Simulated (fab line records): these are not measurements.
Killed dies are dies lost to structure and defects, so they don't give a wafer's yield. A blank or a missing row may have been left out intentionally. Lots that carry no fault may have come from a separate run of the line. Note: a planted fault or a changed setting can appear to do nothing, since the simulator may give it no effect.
fab line records	flow n5-finfet
[record] lots = 7	wafers = 21	last-day = 17
route steps=1938 shown FIN_SAQP@122 BEOL_M4@1111 PASSIVATION@1936
lots untouched by any fault: they come from a run of this same line in which no faults occurred
start-h: start of the lot's first displayed wafer, in hours after the record's first day	wait-h: time in hours since the lot's previous step	" same as the row above	L1.1+2: a single row standing in for several wafers	- either no value or no given start	* or withheld: withheld	< > ~ a bound
route shown NAME@n: NAME is a module with steps in the file, n the number in the route of the first one	usual: the fault-free wafers' mean and standard deviation	same: alike in all rows	chamber/n: place in a boat	sites: readings site by site	_std_site: the values' standard deviation	_edge_site: outer sites' mean less inner sites'	radius-mm: how far each site lies from the wafer's centre	mask NAME#n: copy n	behind: tool/chamber where the wafer was last shaped	hold: reason for holding the lot/hours on hold/outcome of the hold	device: the n, p or np transistor that did not switch	end of line: the tests these same wafers got at the end of their route	a step with no rows: only its recipe	killed: dies lost to structure and defects at the first sort, not the wafer's yield	map: shows each die of a wafer: x if killed, . if not, _ if none is there
set.NAME: the run value of the setting; set.NAME@STEP: its run value at that earlier step	model.NAME: the simulator's own value behind a step, which no gauge read
lots seen at some steps along the route; tables by step, rows by wafer
services: the hour from which a tool's chamber was out of use, counted from the record's first day as start-h (under 0 if before that day), plus the number of hours and why
[[steps]]
[step N5_FIN_SAQP_STRIP_23]
[recipe] chemistry = SPM	time-s = 750	temp-c = 130	h2so4-h2o2-vol-ratio = 4
[step N5_FIN_SAQP_SRD_66]
[recipe] dry = ipa-marangoni	time-s = 30	temp-c = 23	rinse-liquid = diw
[step N5_FIN_SAQP_RECESS_75]
[recipe] chemistry = HF/NH3	target = SiO2	target-depth-a = 144	afs-cycles = 3	temp-c = 30	sublimation-temp-c = 180	sublimation-time-s = 60
[step N5_FIN_SAQP_SPACER1_ALD_24]
[recipe] material = SiO2	target-thk-a = 203	temp-c = 300	ald-precursor-family = BDEAS	ald-co-reactant = O2-plasma	pulse-time-s = 1	purge-time-s = 2	co-reactant-purge-time-s = 2	ald-cycles = 218	pressure-torr = 2
[step N5_FIN_SAQP_SPACER1_ETCHBACK_25]
[recipe] chemistry = CHF3/O2	mode = anisotropic-etchback	target = SiO2	target-depth-a = 244	time-s = 12.2	pressure-mtorr = 30	source-w = 650	bias-w = 170	Ar_flow_sccm = 200	CHF3_flow_sccm = 50	O2_flow_sccm = 5	ion-energy-ev = 200
[usual] drypump-motor-current-A = 5.9/0.45	oes-product-au = 0.76/0.085	rf-vpp-V = 519/9.2	showerhead-plenum-p-Torr = 2.40/0.074	throttle-valve-pct = 18.83/0.25
lot.wafer	tool	chamber	start-h	wait-h	drypump-motor-current-A	oes-product-au	rf-hours-counter-h	rf-vpp-V	showerhead-plenum-p-Torr	throttle-valve-pct
L512.3	rie-diel-05	2	24.75	0.4	5.9	0.73	190	517	2.29	18.94
L512.4	"	1	"	"	5.0	0.75	141	510	2.41	18.63
L512.6	"	3	"	"	6.1	0.73	-	506	2.49	18.62
L515.1	rie-diel-05	1	42.17	0.4	5.0	0.75	148	509	2.41	18.65
L515.4	"	1	"	"	5.0	0.74	-	509	2.41	18.65
L515.6	"	2	"	"	6.0	0.72	-	516	2.29	18.94
L516.1	rie-diel-05	2	47.66	0.4	6.0	0.72	199	516	2.29	18.95
L516.4	"	0	"	"	5.8	0.70	194	507	2.28	18.68
L516.5	"	2	"	"	6.0	0.71	-	517	2.29	18.95
L517.2	rie-diel-04	1	54.42	0.4	6.1	0.73	181	520	2.49	18.62
L517.3	"	2	"	"	6.4	0.73	165	514	2.39	19.05
L517.5	"	3	"	"	6.1	0.85	-	539	2.35	18.63
L523.2	rie-diel-03	0	92.73	0.4	5.3	0.74	158	519	2.41	18.90
L523.3	"	3	"	"	5.5	0.97	10	528	2.39	18.89
L523.4	"	2	"	"	6.0	0.73	195	525	2.50	19.43
L533.1	rie-diel-05	3	151.84	0.4	6.1	0.70	220	506	2.48	18.67
L533.2	"	0	"	"	5.9	0.69	230	506	2.27	18.72
L533.4	"	1	"	"	5.0	0.72	185	509	2.40	18.70
L534.2	rie-diel-05	0	155.18	0.4	5.8	0.68	231	508	2.27	18.71
L534.3	"	3	"	"	6.1	0.70	222	506	2.48	18.66
L534.5	"	3	"	"	6.1	0.69	-	506	2.48	18.68
[step N5_FIN_SAQP_MANDREL1_REMOVE_56]
[recipe] chemistry = HBr/Cl2/O2	bt-time-s = 10	target = a-Si	stop-on = SiNx	endpoint = OES-SiCl	over-etch-frac = 1	icp-w = 600	bias-w = 22	HBr_flow_sccm = 150	Cl2_flow_sccm = 80	O2_flow_sccm = 5	pressure-mtorr = 10
[usual] HBr_flow_sccm = 150.1/0.43	drypump-motor-current-A = 5.9/0.5	oes-product-au = 1.000/0.011	throttle-valve-pct = 36.6/0.36
[same] over-etch-frac = 1
lot.wafer	tool	chamber	start-h	wait-h	HBr_flow_sccm	drypump-motor-current-A	oes-product-au	rf-hours-counter-h	throttle-valve-pct
L512.3	rie-si-05	1	24.84	0.1	149.2	5.0	1.005	57	36.6
L512.4	"	3	"	"	150.4	5.1	1.000	5	36.6
L512.6	"	0	"	"	149.9	6.4	0.994	-	36.7
L515.1	rie-si-05	1	42.26	0.1	149.2	5.0	1.009	58	36.6
L515.4	"	0	"	"	150.8	6.4	0.996	110	36.7
L515.6	"	1	"	"	149.4	5.0	1.005	-	36.6
L516.1	rie-si-01	0	47.75	0.1	149.9	6.1	1.008	169	37.0
L516.4	"	1	"	"	150.1	5.8	0.999	66	35.7
L516.5	"	3	"	"	150.3	5.8	1.003	-	36.9
L517.2	rie-si-05	1	54.51	0.1	149.4	5.0	1.012	58	36.6
L517.3	"	2	"	"	150.3	6.4	0.979	92	36.7
L517.5	"	3	"	"	149.9	5.2	1.003	-	36.6
L523.2	rie-si-01	1	92.82	0.1	150.3	5.8	0.995	67	35.8
L523.3	"	2	"	"	150.1	6.6	1.014	25	36.6
L523.4	"	0	"	"	150.0	6.1	0.990	170	37.0
L533.1	rie-si-06	1	151.93	0.1	150.3	6.1	1.037	61	36.5
L533.2	"	3	"	"	150.3	6.1	0.997	53	36.9
L533.4	"	2	"	"	149.5	5.5	1.000	33	37.0
L534.2	rie-si-05	0	155.26	0.1	149.9	6.4	1.001	112	36.7
L534.3	"	3	"	"	149.8	5.2	1.006	7	36.6
L534.5	"	0	"	"	150.0	6.4	1.006	-	36.7
[step N5_FIN_SAQP_CD_MEAS_27]
[recipe] target-cd-nm = 20	landing-energy-ev = 1000	detector = se-inlens	polarity = line
[usual] cd-nm = 20.34/0.23
lot.wafer	tool	chamber	start-h	wait-h	cd-nm
L512.3	cd-sem-03	0	24.96	0.1	21.03
L512.4	"	0	"	"	20.53
L512.6	"	0	"	"	20.49
L515.1	cd-sem-03	0	42.37	0.1	20.69
L515.4	"	0	"	"	20.52
L515.6	"	0	"	"	20.56
L516.1	cd-sem-01	0	47.86	0.1	20.33
L516.4	"	0	"	"	20.72
L516.5	"	0	"	"	20.36
L517.2	cd-sem-03	0	54.62	0.1	20.28
L517.3	"	0	"	"	19.98
L517.5	"	0	"	"	20.12
L523.2	cd-sem-01	0	92.93	0.1	20.30
L523.3	"	0	"	"	20.40
L523.4	"	0	"	"	20.26
L533.1	cd-sem-02	0	152.04	0.1	20.37
L533.2	"	0	"	"	20.23
L533.4	"	0	"	"	20.53
L534.2	cd-sem-02	0	155.38	0.1	20.42
L534.3	"	0	"	"	20.06
L534.5	"	0	"	"	20.14
[step N5_FIN_SAQP_ETCH_57]
[recipe] chemistry = CH3F/O2	target = SiNx	mask-material = SiO2	target-depth-a = 325	time-s = 46.4	pressure-mtorr = 30	source-w = 395	bias-w = 73	Ar_flow_sccm = 150	CH3F_flow_sccm = 30	O2_flow_sccm = 20	ion-energy-ev = 120	ends = cleared
[step N5_FIN_SAQP_ETCH_65]
[recipe] chemistry = CF4	target = SiO2	target-depth-a = 40	ion-energy-ev = 350	time-s = 4.4	pressure-mtorr = 10	icp-w = 800	bias-w = 400	cf4-flow-sccm = 80
[usual] bias-w = 399.9/1.2	cf4-flow-sccm = 79.99/0.24	drypump-motor-current-A = 5.8/0.52	oes-product-au = 1.001/0.018	throttle-valve-pct = 21.78/0.29
lot.wafer	tool	chamber	start-h	wait-h	bias-w	cf4-flow-sccm	drypump-motor-current-A	oes-product-au	rf-hours-counter-h	throttle-valve-pct
L512.3	rie-si-01	0	25.11	0.1	401.0	80.32	6.1	0.970	169	22.18
L512.4	"	1	"	"	399.7	79.98	5.8	1.004	65	21.27
L512.6	"	1	"	"	400.3	79.62	5.8	1.013	-	21.29
L515.1	rie-si-06	1	42.53	0.1	398.3	79.79	6.0	1.046	59	21.37
L515.4	"	0	"	"	401.1	80.14	5.2	1.000	167	22.12
L515.6	"	2	"	"	400.5	79.75	5.5	1.017	-	22.07
L516.1	rie-si-05	1	48.02	0.1	400.6	80.38	5.0	1.004	58	21.59
L516.4	"	0	"	"	402.1	80.05	6.4	0.984	110	21.78
L516.5	"	1	"	"	400.6	80.45	5.0	1.004	-	21.58
L517.2	rie-si-06	1	54.78	0.1	400.3	79.60	6.1	1.049	59	21.40
L517.3	"	0	"	"	398.0	80.07	5.2	1.012	167	22.12
L517.5	"	2	"	"	398.4	80.10	5.5	1.019	-	22.07
L523.2	rie-si-06	1	93.10	0.1	400.7	79.82	6.0	1.038	60	21.36
L523.3	"	0	"	"	401.6	80.36	5.2	0.994	168	22.10
L523.4	"	2	"	"	400.9	79.74	5.4	1.014	32	22.07
L533.1	rie-si-05	0	152.26	0.1	398.5	80.20	6.4	0.992	112	21.78
L533.2	"	1	"	"	399.4	79.52	5.0	1.002	60	21.59
L533.4	"	3	"	"	398.6	80.15	5.1	1.008	7	21.52
L534.2	rie-si-01	2	155.53	0.1	401.4	79.61	6.5	1.004	26	21.67
L534.3	"	0	"	"	400.1	80.42	6.1	0.975	171	22.18
L534.5	"	2	"	"	400.9	80.02	6.5	1.002	-	21.68
[step N5_FIN_SAQP_MANDREL_ETCH_58]
[recipe] chemistry = HBr/Cl2	target = a-Si	target-depth-a = 450	bt-time-s = 10	stop-on = SiNx	mask-material = SiO2	over-etch-frac = 0.8	time-s = 27	pressure-mtorr = 10	icp-w = 800	bias-w = 75	HBr_flow_sccm = 150	Cl2_flow_sccm = 80	ends = end-point
[usual] HBr_flow_sccm = 150.0/0.42	bias-w = 74.98/0.23	drypump-motor-current-A = 5.8/0.52	oes-product-au = 0.699/0.012	throttle-valve-pct = 35.5/0.31
[same] over-etch-frac = 0.8
lot.wafer	tool	chamber	start-h	wait-h	HBr_flow_sccm	bias-w	drypump-motor-current-A	oes-product-au	rf-hours-counter-h	throttle-valve-pct
L512.3	rie-si-01	0	25.15	0.0	150.2	75.27	6.1	0.693	169	35.9
L512.4	"	1	"	"	150.1	74.85	5.8	0.693	65	34.7
L512.6	"	1	"	"	150.7	74.86	5.8	0.697	-	34.6
L515.1	rie-si-06	1	42.56	0.0	150.4	74.97	6.1	0.715	59	35.4
L515.4	"	0	"	"	150.4	75.03	5.2	0.709	167	35.7
L515.6	"	2	"	"	150.3	75.11	5.5	0.686	-	35.8
L516.1	rie-si-05	1	48.05	0.0	150.2	74.73	5.0	0.701	58	35.5
L516.4	"	0	"	"	150.9	75.00	6.4	0.697	110	35.6
L516.5	"	1	"	"	149.8	75.16	5.0	0.706	-	35.5
L517.2	rie-si-06	1	54.81	0.0	149.8	74.59	6.1	0.719	59	35.4
L517.3	"	0	"	"	149.6	75.35	5.2	0.701	167	35.7
L517.5	"	2	"	"	149.8	75.33	5.5	0.698	-	35.8
L523.2	rie-si-06	1	93.13	0.0	149.8	75.02	6.1	0.726	60	35.4
L523.3	"	0	"	"	149.8	74.65	5.2	0.711	168	35.7
L523.4	"	2	"	"	149.9	75.50	5.5	0.687	32	35.9
L533.1	rie-si-05	0	152.30	0.0	150.3	75.29	6.4	0.701	112	35.6
L533.2	"	1	"	"	150.5	74.98	5.0	0.714	60	35.5
L533.4	"	3	"	"	150.7	75.10	5.2	0.723	7	35.5
L534.2	rie-si-01	2	155.56	0.0	149.8	74.68	6.5	0.711	26	35.5
L534.3	"	0	"	"	150.3	75.42	6.1	0.689	171	35.9
L534.5	"	2	"	"	150.1	75.02	6.5	0.702	-	35.5
[step N5_FIN_SAQP_RECESS_63]
[recipe] chemistry = HF/NH3	target = SiO2	target-depth-a = 180	afs-cycles = 3	temp-c = 30	sublimation-temp-c = 180	sublimation-time-s = 60
[usual] drypump-motor-current-A = 5.6/0.37
lot.wafer	tool	chamber	start-h	wait-h	drypump-motor-current-A
L512.3	vapor-etch-01	0	25.35	0.2	6.0
L512.4	"	1	"	"	5.9
L512.6	"	1	"	"	5.9
L515.1	vapor-etch-01	1	42.64	0.1	5.9
L515.4	"	1	"	"	5.9
L515.6	"	1	"	"	5.9
L516.1	vapor-etch-01	0	48.92	0.8	6.0
L516.4	"	0	"	"	6.0
L516.5	"	1	"	"	5.9
L517.2	vapor-etch-02	0	54.89	0.1	5.2
L517.3	"	1	"	"	5.2
L517.5	"	0	"	"	5.2
L523.2	vapor-etch-01	0	93.21	0.1	6.0
L523.3	"	1	"	"	5.9
L523.4	"	0	"	"	6.0
L533.1	vapor-etch-01	0	153.15	0.8	6.0
L533.2	"	1	"	"	5.9
L533.4	"	1	"	"	5.9
L534.2	vapor-etch-01	0	155.64	0.1	6.0
L534.3	"	0	"	"	6.0
L534.5	"	1	"	"	5.9
[step N5_FIN_SAQP_COAT_68]
[recipe] resist = SOC	temp-c = 250	time-s = 60	spin-rpm = 1500	resist-thk-nm = 100
[step N5_FIN_SAQP_ETCH_69]
[recipe] chemistry = N2/H2	target = SOC	target-depth-a = 1500	stop-on = SiNx	ion-energy-ev = 100	bias-w = 61	pressure-mtorr = 30	source-w = 850	n2-flow-sccm = 200	h2-flow-sccm = 200
[usual] bias-w = 60.98/0.17	chamber-pressure-mTorr = 30.000/0.026	drypump-motor-current-A = 6.0/0.44	oes-product-au = 0.74/0.059	rf-vpp-V = 240.6/1.4	showerhead-plenum-p-Torr = 2.54/0.075	throttle-valve-pct = 17.75/0.25
lot.wafer	tool	chamber	start-h	wait-h	bias-w	chamber-pressure-mTorr	drypump-motor-current-A	oes-product-au	rf-hours-counter-h	rf-vpp-V	showerhead-plenum-p-Torr	throttle-valve-pct	model.SOC_of_FIN_SAQP_COAT_68.thk-nm
L512.3	rie-diel-03	2	25.68	-	61.10	30.008	6.0	0.75	170	240.8	2.64	18.32	4.8
L512.4	"	2	"	"	61.01	29.992	6.0	0.75	-	241.4	2.64	18.33	4.2
L512.6	"	3	"	"	61.01	29.988	5.5	0.69	-	239.0	2.52	18.08	6
L515.1	rie-diel-04	2	43.21	-	-	-	-	-	-	-	-	-	99.6
L515.4	"	3	"	"	-	-	-	-	-	-	-	-	99.8
L515.6	"	2	"	"	-	-	-	-	-	-	-	-	99.8
L516.1	rie-diel-04	3	49.46	-	-	-	-	-	-	-	-	-	99.6
L516.4	"	0	"	"	-	-	-	-	-	-	-	-	99.4
L516.5	"	1	"	"	-	-	-	-	-	-	-	-	99.8
L517.2	rie-diel-04	3	55.39	-	-	-	-	-	-	-	-	-	99.6
L517.3	"	2	"	"	-	-	-	-	-	-	-	-	99.4
L517.5	"	1	"	"	-	-	-	-	-	-	-	-	99.4
L523.2	rie-diel-04	3	93.81	-	60.79	30.034	6.1	0.83	84	239.2	2.47	17.56	4.8
L523.3	"	2	"	"	61.03	29.983	6.4	0.72	179	240.8	2.54	18.08	6.6
L523.4	"	1	"	"	61.04	30.012	6.1	0.71	195	242.7	2.63	17.58	3.2
L533.1	rie-diel-04	3	153.63	-	60.88	30.054	6.1	0.81	108	239.2	2.46	17.60	4.8
L533.2	"	2	"	"	60.94	29.949	6.4	0.71	203	241.9	2.53	18.13	5.2
L533.4	"	2	"	"	61.10	30.006	6.4	0.70	-	239.4	2.53	18.13	4.8
L534.2	rie-diel-03	2	156.09	-	61.08	30.031	5.9	0.71	213	241.6	2.62	18.41	5.8
L534.3	"	3	"	"	61.07	29.970	5.5	0.89	31	242.3	2.50	17.77	2.2
L534.5	"	0	"	"	61.02	29.969	5.4	0.72	-	240.0	2.51	17.79	5.2
[step N5_FIN_SAQP_ETCH_67]
[recipe] chemistry = CH3F/O2	target = SiNx	target-depth-a = 300	mask-material = SOC	pressure-mtorr = 30	source-w = 395	bias-w = 73	Ar_flow_sccm = 150	CH3F_flow_sccm = 30	O2_flow_sccm = 20	ion-energy-ev = 120
[step N5_BEOL_M4_RC_MEAS_101]
[usual] DIBL_N = 36.6/1.7	DIBL_P = 36.7/2	IOFF_N = 0.16/0.033	IOFF_P = 0.22/0.04	ION_N = 673/12	ION_P = 463/7.9	SS_N = 71.7/0.58	SS_P = 73.3/0.64	VT_N = 249/3.3	VT_P = -249/3.1
lot.wafer	tool	chamber	start-h	wait-h	DIBL_N[mV/V]	DIBL_P[mV/V]	IOFF_N[nA/um]	IOFF_P[nA/um]	ION_N[uA/um]	ION_P[uA/um]	SS_N[mV/dec]	SS_P[mV/dec]	VT_N[mV]	VT_P[mV]
L512.3	prober-01	0	168.54	0.3	38.7	38.3	0.19	0.26	674	462	72.5	73.4	250	-247
L512.4	"	0	"	"	36.7	36.8	0.16	0.23	681	467	71.0	73.3	250	-247
L512.6	"	0	"	"	37.2	37.7	0.17	0.24	672	466	71.3	73.4	247	-247
L523.2	prober-01	0	233.30	0.2	36.8	38.0	0.20	0.25	683	461	72.1	73.5	245	-248
L523.3	"	0	"	"	35.8	36.6	0.18	0.23	675	458	71.1	73.4	244	-251
L523.4	"	0	"	"	34.0	35.0	0.14	0.20	663	454	71.8	73.3	250	-252
L533.1	prober-02	0	311.65	0.0	39.1	38.5	0.20	0.29	677	474	72.7	73.8	249	-244
L533.2	"	0	"	"	36.7	36.4	0.16	0.26	685	479	71.5	73.4	248	-242
L533.4	"	0	"	"	36.7	35.6	0.16	0.25	680	469	71.8	73.6	248	-247
L534.2	prober-02	0	314.12	0.2	39.2	41.4	0.23	0.29	689	466	73.0	74.5	243	-247
L534.3	"	0	"	"	37.3	38.4	0.19	0.23	685	463	72.0	73.6	245	-250
L534.5	"	0	"	"	35.0	36.1	0.14	0.19	670	458	71.7	73.1	252	-251
[step N5_PASSIVATION_PROBE_49]
[usual] killed_at_M0_to_M3 = 34/11	killed_at_M4_up = 14/5.7	killed-at-contacts = 14/6.9	killed-at-front-end = 40/11	killed-at-other = 4/3.1	killed-dies = 105/17	killed-on-rim = 14/4.1	killed-open = 70/13	killed-short = 34/7.6
[same] gross-dies = 1180	killed-at-back-side = 0
lot.wafer	tool	chamber	start-h	wait-h	killed_at_M0_to_M3	killed_at_M4_up	killed-at-contacts	killed-at-front-end	killed-at-other	killed-dies	killed-on-rim	killed-open	killed-short
L512.3	prober-02	-	266.91	0.1	31	17	10	42	5	105	18	80	24
L512.4	prober-02	-	266.96	0.2	40	27	16	40	9	132	14	99	31
L512.6	prober-02	-	267.06	0.3	45	19	6	49	4	123	9	81	40
L517.2	prober-01	-	311.04	0.1	43	18	12	1105	2	1180	152	75	35
L517.3	prober-01	-	311.09	0.1	38	18	18	1101	5	1180	152	61	32
L517.5	prober-01	-	311.19	0.2	31	9	18	1118	4	1180	152	76	25
L523.2	prober-01	-	343.54	0.1	41	10	13	37	1	102	14	62	39
L523.3	prober-01	-	343.59	0.1	34	11	23	22	6	96	7	59	35
L523.4	prober-01	-	343.64	0.2	34	13	14	36	1	98	8	60	38
// killed by level:class
L512.3 STI_FIN_REVEAL:geometric-particle:open=11 GATE_CUT:geometric-particle:open=11 BEOL_M4:geometric-particle:open=10 BEOL_M0_SAQP:geometric-particle:open=8 MOL_CONTACT_COAG:geometric-particle:open=8 BEOL_M3:geometric-particle:open=7 BEOL_M0_SAQP:geometric-particle:short=6 FIN_SAQP:geometric-particle:open=5
L512.4 BEOL_M4:geometric-particle:open=20 STI_FIN_REVEAL:geometric-particle:open=15 MOL_CONTACT_COAG:geometric-particle:open=12 BEOL_M0_SAQP:geometric-particle:open=11 FIN_SAQP:geometric-particle:open=9 BEOL_M1:geometric-particle:open=9 BEOL_M3:geometric-particle:open=8 BEOL_M0_SAQP:geometric-particle:short=5
L512.6 FIN_SAQP:geometric-particle:open=18 BEOL_M0_SAQP:geometric-particle:short=11 BEOL_M0_SAQP:geometric-particle:open=8 FIN_SAQP:geometric-particle:short=7 MOL_CONTACT_COAG:geometric-particle:open=6 BEOL_M3:geometric-particle:open=6 BEOL_M1:geometric-particle:open=6 BEOL_M2:geometric-particle:open=6
L517.2 FIN_SAQP:area-etch=1070 BEOL_M2:geometric-particle:open=11 BEOL_M0_SAQP:geometric-particle:short=11 BEOL_M0_SAQP:geometric-particle:open=10 MOL_CONTACT_COAG:geometric-particle:open=9 BEOL_M4:geometric-particle:open=9 STI_FIN_REVEAL:geometric-particle:open=7 BEOL_M3:geometric-particle:open=6
L517.3 FIN_SAQP:area-etch=1086 MOL_CONTACT_COAG:geometric-particle:open=12 BEOL_M0_SAQP:geometric-particle:open=11 BEOL_M0_SAQP:geometric-particle:short=11 BEOL_M4:geometric-particle:open=7 BEOL_M2:geometric-particle:open=6 MOL_CONTACT_COAG:geometric-particle:short=6 BEOL_M3:geometric-particle:open=6
L517.5 FIN_SAQP:area-etch=1079 MOL_CONTACT_COAG:geometric-particle:open=16 STI_FIN_REVEAL:geometric-particle:open=12 BEOL_M0_SAQP:geometric-particle:short=12 FIN_SAQP:geometric-particle:open=8 BEOL_M0_SAQP:geometric-particle:open=8 STI_FIN_REVEAL:geometric-particle:short=3 BEOL_M2:geometric-particle:open=3
L523.2 BEOL_M3:geometric-particle:open=12 MOL_CONTACT_COAG:geometric-particle:open=10 BEOL_M0_SAQP:geometric-particle:short=10 BEOL_M0_SAQP:geometric-particle:open=8 GATE_CUT:geometric-particle:short=7 STI_FIN_REVEAL:geometric-particle:open=6 DUMMY_GATE:geometric-particle:open=4 BEOL_M2:geometric-particle:open=4
L523.3 MOL_CONTACT_COAG:geometric-particle:open=18 BEOL_M0_SAQP:geometric-particle:short=9 BEOL_M3:geometric-particle:open=8 BEOL_M4:geometric-particle:open=8 BEOL_M0_SAQP:geometric-particle:open=7 GATE_CUT:geometric-particle:short=6 FIN_SAQP:geometric-particle:short=5 MOL_CONTACT_COAG:geometric-particle:short=5
L523.4 BEOL_M3:geometric-particle:open=11 MOL_CONTACT_COAG:geometric-particle:open=10 BEOL_M0_SAQP:geometric-particle:short=8 FIN_SAQP:geometric-particle:open=7 BEOL_M2:geometric-particle:open=6 FIN_SAQP:geometric-particle:short=5 BEOL_M4:geometric-particle:open=5 MOL_CONTACT_COAG:geometric-particle:short=4
// map L517.2 (x killed, . not)
_________________xxxxxxxxxxxx________________
______________xxxxxxxxxxxxxxxxxx_____________
___________xxxxxxxxxxxxxxxxxxxxxxxx__________
__________xxxxxxxxxxxxxxxxxxxxxxxxxx_________
________xxxxxxxxxxxxxxxxxxxxxxxxxxxxxx_______
_______xxxxxxxxxxxxxxxxxxxxxxxxxxxxxxxx______
______xxxxxxxxxxxxxxxxxxxxxxxxxxxxxxxxxx_____
_____xxxxxxxxxxxxxxxxxxxxxxxxxxxxxxxxxxxx____
____xxxxxxxxxxxxxxxxxxxxxxxxxxxxxxxxxxxxxx___
___xxxxxxxxxxxxxxxxxxxxxxxxxxxxxxxxxxxxxxxx__
___xxxxxxxxxxxxxxxxxxxxxxxxxxxxxxxxxxxxxxxx__
__xxxxxxxxxxxxxxxxxxxxxxxxxxxxxxxxxxxxxxxxxx_
__xxxxxxxxxxxxxxxxxxxxxxxxxxxxxxxxxxxxxxxxxx_
_xxxxxxxxxxxxxxxxxxxxxxxxxxxxxxxxxxxxxxxxxxxx
_xxxxxxxxxxxxxxxxxxxxxxxxxxxxxxxxxxxxxxxxxxxx
_xxxxxxxxxxxxxxxxxxxxxxxxxxxxxxxxxxxxxxxxxxxx
_xxxxxxxxxxxxxxxxxxxxxxxxxxxxxxxxxxxxxxxxxxxx
_xxxxxxxxxxxxxxxxxxxxxxxxxxxxxxxxxxxxxxxxxxxx
_xxxxxxxxxxxxxxxxxxxxxxxxxxxxxxxxxxxxxxxxxxxx
_xxxxxxxxxxxxxxxxxxxxxxxxxxxxxxxxxxxxxxxxxxxx
_xxxxxxxxxxxxxxxxxxxxxxxxxxxxxxxxxxxxxxxxxxxx
__xxxxxxxxxxxxxxxxxxxxxxxxxxxxxxxxxxxxxxxxxx_
__xxxxxxxxxxxxxxxxxxxxxxxxxxxxxxxxxxxxxxxxxx_
___xxxxxxxxxxxxxxxxxxxxxxxxxxxxxxxxxxxxxxxx__
___xxxxxxxxxxxxxxxxxxxxxxxxxxxxxxxxxxxxxxxx__
____xxxxxxxxxxxxxxxxxxxxxxxxxxxxxxxxxxxxxx___
_____xxxxxxxxxxxxxxxxxxxxxxxxxxxxxxxxxxxx____
______xxxxxxxxxxxxxxxxxxxxxxxxxxxxxxxxxx_____
_______xxxxxxxxxxxxxxxxxxxxxxxxxxxxxxxx______
________xxxxxxxxxxxxxxxxxxxxxxxxxxxxxx_______
__________xxxxxxxxxxxxxxxxxxxxxxxxxx_________
___________xxxxxxxxxxxxxxxxxxxxxxxx__________
______________xxxxxxxxxxxxxxxxxx_____________
_________________xxxxxxxxxxxx________________
// map L533.1 (x killed, . not)
_________________...........x________________
______________.................._____________
___________.........x...x..........__________
__________..............x.........x._________
________...x..............x..........._______
_______..x...x.....x.xx...x............______
______.............x.....x.x............_____
_____...........................x........____
____.x...........xx......x..x.......x.....___
___...x.....x......x..x.x......x.x.........__
___...x...........................x........__
__......x..............................x...._
__............x...x..xx......x........x..xx._
_....x.xx.......x..............x......x.x....
_x..x..x.............x...x..........x...x..x.
_.................x....x.xx..................
_........x......xx..x..x.........x.....x.....
_...............x........x..................x
_.........x.....x...x..............x..x...x..
_....................x...........xx........x.
_...x...........x.............x.....x........
__.......x............x........x...x.....x.._
__..x.....x...x.........................x..._
___...................x.....x..........x...__
___....................x..............x....__
____..x..x........................x.......___
_____...................................x____
______.x.........................x......_____
_______x...............x............x..______
________..x...x......................._______
__________.......x..x..........x.x.._________
___________..................x.....__________
______________.................._____________
_________________...........x________________
[[services]]
tool	chamber	start-h	hours	kind
rie-diel-03	0	5.82	4.5	repair
vapor-etch-02	-	6.17	1.2	repair
rie-si-05	0	9.52	1.0	repair
rie-diel-03	1	11.62	21.1	repair
rie-si-01	1	11.81	0.9	repair
rie-si-06	0	22.76	1.5	repair
rie-si-01	3	25.42	-	clean
rie-si-01	3	25.42	-	consumable-replace:focus-ring
rie-si-01	3	25.42	13.3	scheduled-down
rie-si-01	3	25.42	13.3	vent-cycle
rie-diel-05	0	37.87	5.3	repair
vapor-etch-02	-	40.62	10.0	pm
rie-diel-03	3	42.17	-	clean
rie-diel-03	3	42.17	-	consumable-replace:focus-ring
rie-diel-03	3	42.17	19.3	scheduled-down
rie-diel-03	3	42.17	19.3	vent-cycle
vapor-etch-01	-	64.55	0.1	repair
rie-diel-03	-	95.44	6.3	repair
rie-diel-04	1	111.29	4.4	repair
rie-si-05	-	127.91	2.8	pm
rie-si-06	3	128.35	1.9	repair
vapor-etch-02	-	134.11	19.1	repair
rie-diel-04	0	137.60	42.6	repair
rie-si-06	-	154.13	28.1	pm
[[key]]
[first-sign] step = N5_FIN_SAQP_ETCH_69	reading = tool-record	direction = missing
[effect] step = N5_PASSIVATION_PROBE_49	reading = killed-at-front-end	direction = up	sigmas = 94	usual = 40	struck = 1108
[model-effect] step = N5_FIN_SAQP_ETCH_69	value = SOC_of_FIN_SAQP_COAT_68.thk-nm	without = 3.956	struck = 99.6
[more-kills-born-at] N5_FIN_SAQP_ETCH_69@rie-diel-04 = 3235
met-at N5_FIN_SAQP_ETCH_69
struck-wafers L515.1,L515.4,L515.6,L516.1,L516.4,L516.5,L517.2,L517.3,L517.5
rows-end L515.1,L515.4,L515.6,L516.1,L516.4,L516.5
later-rows-left-out L517.2,L517.3,L517.5
tester-left-out L517
[fault] kind = skipped-step-whole	tool = rie-diel-04	chamber = -	onset-h = 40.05	steps = N5_FIN_SAQP_ETCH_69	scope = struck-lots-only
// tester-left-out: of these lots the tester's yield and bins aren't shown, on N5 and GAA mostly nor the transistor test; their killed dies are dies lost to structure and defects alone, not to doping, threshold or leakage, so they don't give the yield
// later-rows-left-out: the simulator's readings of these wafers behind a module that went badly wrong aren't trusted and aren't shown, but for the sort
// rows-end: these wafers met a further fault down the route, and their rows from its step on are left out
